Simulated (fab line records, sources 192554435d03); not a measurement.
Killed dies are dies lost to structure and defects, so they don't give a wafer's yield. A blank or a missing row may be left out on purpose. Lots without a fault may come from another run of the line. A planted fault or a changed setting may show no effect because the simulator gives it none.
Chamber matching | flow n5_finfet | N5_BEOL_M12_DESCUM_33 on rie_diel-04: 4 sister chambers
The step chemistry O2, time 7.9 s. 14 wafers are shown with their chamber, then 7 later ones without.

WAFERS WITH THEIR CHAMBER
wafer  | chamber | showerhead_plenum_p_Torr (Torr) | drypump_motor_current_A (A) | oes_product_au (a.u.)
L082.1 | 0       | 2.06                            | 4.9                         | 0.81
L082.5 | 0       | 2.06                            | 5.0                         | 0.81
L082.6 | 1       | 2.12                            | 5.8                         | 0.95
L088.1 | 1       | 2.12                            | 5.8                         | 0.94
L088.2 | 3       | 2.12                            | 6.3                         | 0.79
L088.5 | 1       | 2.12                            | 5.8                         | 0.94
L084.1 | 3       | 2.12                            | 6.3                         | 0.78
L084.2 | 1       | 2.12                            | 5.8                         | 0.95
L084.3 | 2       | 2.21                            | 6.3                         | 0.77
L089.1 | 0       | 2.06                            | 5.0                         | 0.81
L089.4 | 2       | 2.20                            | 6.3                         | 0.76
L089.6 | 0       | 2.06                            | 5.0                         | 0.81
L090.1 | 2       | 2.20                            | 6.2                         | 0.76
L090.2 | 0       | 2.06                            | 5.0                         | 0.80

SIGNATURES (means of the wafers above)
reading                  | chamber 0 | chamber 1 | chamber 2 | chamber 3 | scatter within a chamber
showerhead_plenum_p_Torr | 2.0600    | 2.1200    | 2.2033    | 2.1200    | 0.00258
drypump_motor_current_A  | 4.980     | 5.800     | 6.267     | 6.300     | 0.0383
oes_product_au           | 0.8080    | 0.9450    | 0.7633    | 0.7850    | 0.00545
Rule: a wafer's distance from a chamber is the root of the sum, over the readings, of the square of ((its reading less the chamber's mean) divided by the reading's scatter). The wafer belongs to the nearest chamber; if the next one is less than 2 further off, it can't be placed. The scatter: the root of (the sum of the squares of (reading less its chamber's mean) over the shown wafers, divided by (wafers less chambers)).

WAFERS WITHOUT THEIR CHAMBER
wafer  | showerhead_plenum_p_Torr (Torr) | drypump_motor_current_A (A) | oes_product_au (a.u.)
L090.3 | 2.12                            | 5.8                         | 0.91
L094.1 | 2.11                            | 6.3                         | 0.76
L094.2 | 2.05                            | 4.9                         | 0.79
L094.5 | 2.20                            | 6.3                         | 0.74
L093.3 | 2.05                            | 5.0                         | 0.78
L093.4 | 2.11                            | 5.8                         | 0.90
L093.5 | 2.05                            | 5.0                         | 0.79

WHICH CHAMBER EACH WENT THROUGH
wafer  | from the rows above | in truth
L090.3 | 1                   | 1
L094.1 | 3                   | 3
L094.2 | 0                   | 0
L094.5 | 2                   | 2
L093.3 | 0                   | 0
L093.4 | 1                   | 1
L093.5 | 0                   | 0
Placed correctly: 7 of 7. Can't be placed from these rows: 0. Placed wrongly: 0.
